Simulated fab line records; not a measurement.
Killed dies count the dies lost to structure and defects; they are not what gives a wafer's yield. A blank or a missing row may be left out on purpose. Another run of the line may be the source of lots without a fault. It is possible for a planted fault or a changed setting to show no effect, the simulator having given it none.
Matching of chambers ; flow n5 finfet ; 4 sister chambers for N5_BEOL_M12_DESCUM_15 on rie diel-06
The step chemistry O2, time 7.9 s. 16 wafers are shown with their chamber, then 8 later ones without.

== WAFERS, EACH WITH ITS CHAMBER ==
wafer;chamber;drypump motor current A (A);showerhead plenum p Torr (Torr);throttle valve pct (%)
L074.1;0;4.9;1.97;20.91
L074.4;3;6.5;2.17;20.67
L074.5;3;6.5;2.17;20.66
L077.1;2;6.2;2.05;20.45
L077.2;1;5.9;2.23;20.12
L077.4;3;6.4;2.16;20.67
L078.1;1;5.9;2.23;20.13
L078.4;0;4.9;1.97;20.91
L078.6;1;5.9;2.23;20.11
L081.2;3;6.4;2.16;20.67
L081.3;2;6.2;2.04;20.46
L081.5;1;5.9;2.23;20.16
L082.3;2;6.2;2.04;20.47
L082.4;3;6.4;2.16;20.70
L082.5;3;6.5;2.16;20.68
L087.1;3;6.4;2.15;20.71

SIGNATURES (averages over the wafers above)
reading;chamber 0;chamber 1;chamber 2;chamber 3;scatter within a chamber
drypump motor current A;4.900;5.900;6.200;6.443;0.0378
showerhead plenum p Torr;1.9700;2.2300;2.0433;2.1614;0.00542
throttle valve pct;20.9100;20.1300;20.4600;20.6800;0.0173
Rule: distance of a wafer from a chamber = root of the sum over the readings of ((wafer's reading minus chamber's mean) / reading's scatter) squared. If the next closest chamber is less than 2 further off than the closest, the wafer can't be placed; otherwise it belongs to the closest. The scatter: take each reading less its chamber's mean, square it, sum over the shown wafers, divide by the number of wafers less the number of chambers, and take the root.

== WAFERS MISSING THEIR CHAMBER ==
wafer;drypump motor current A (A);showerhead plenum p Torr (Torr);throttle valve pct (%)
L087.5;6.4;2.15;20.70
L087.6;6.2;2.04;20.49
L090.2;4.9;2.23;20.48
L090.3;5.9;2.22;20.17
L090.5;6.4;2.15;20.72
L088.1;5.9;2.22;20.18
L088.3;6.2;2.04;20.51
L088.4;4.9;2.23;20.47

== WHICH CHAMBER EACH WENT THROUGH ==
wafer;from the rows above;in truth
L087.5;3;3
L087.6;2;2
L090.2;1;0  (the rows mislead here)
L090.3;1;1
L090.5;3;3
L088.1;1;1
L088.3;2;2
L088.4;1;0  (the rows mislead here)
Placed correctly: 6 of 8. From these rows, 0 cannot be placed. 2 placed wrongly.
